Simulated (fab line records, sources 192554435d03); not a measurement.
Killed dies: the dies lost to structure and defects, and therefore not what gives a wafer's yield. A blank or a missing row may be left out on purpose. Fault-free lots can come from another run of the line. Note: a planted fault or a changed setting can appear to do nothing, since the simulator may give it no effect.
Chamber matching	flow n5_finfet	N5_BEOL_M8_CMP_52 on cmp-03 has 4 sister chambers
The step polishes, stops on SiCOH lowk, t overpolish 6.9 s, target thk 80 nm. 4 wafers are shown with their chamber, then 11 later ones without.

## EACH WAFER AND ITS CHAMBER
wafer	chamber	motor_current_A (A)
L086.2	3	5.4
L087.3	0	5.4
L087.6	2	6.0
L090.1	1	5.9

## WAFERS WITHOUT THEIR CHAMBER
wafer	motor_current_A (A)
L090.4	6.4
L090.6	5.2
L093.1	5.3
L093.5	5.7
L093.6	6.3
L094.2	5.4
L094.3	5.9
L094.5	5.4
L096.2	6.5
L096.3	5.4
L096.4	5.2

## WHICH CHAMBER EACH WENT THROUGH
wafer	from the rows above	in truth
L090.4	can't be placed: 2 or 1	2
L090.6	can't be placed: 0 or 3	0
L093.1	can't be placed: 0 or 3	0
L093.5	can't be placed: 1 or 0 or 2 or 3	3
L093.6	can't be placed: 2 or 1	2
L094.2	can't be placed: 0 or 3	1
L094.3	can't be placed: 1 or 2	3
L094.5	can't be placed: 0 or 3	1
L096.2	can't be placed: 2 or 1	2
L096.3	can't be placed: 0 or 3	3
L096.4	can't be placed: 0 or 3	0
Correctly placed: 0 of 11. These rows do not allow placing 11 (true chamber among the candidates in 8). Wrongly placed: 0.
How it was worked out, from the rows above alone: a wafer's distance from a chamber is the root of the sum, over the readings, of the square of ((its reading less the chamber's mean) divided by the reading's scatter). The wafer belongs to the nearest chamber; if the next one is less than 2 further off, it can't be placed. Each chamber's mean is taken over the wafers shown for it. The scatter: with one shown wafer a chamber, the root of the mean of the squares of how far each hidden wafer lies from its nearest shown one.
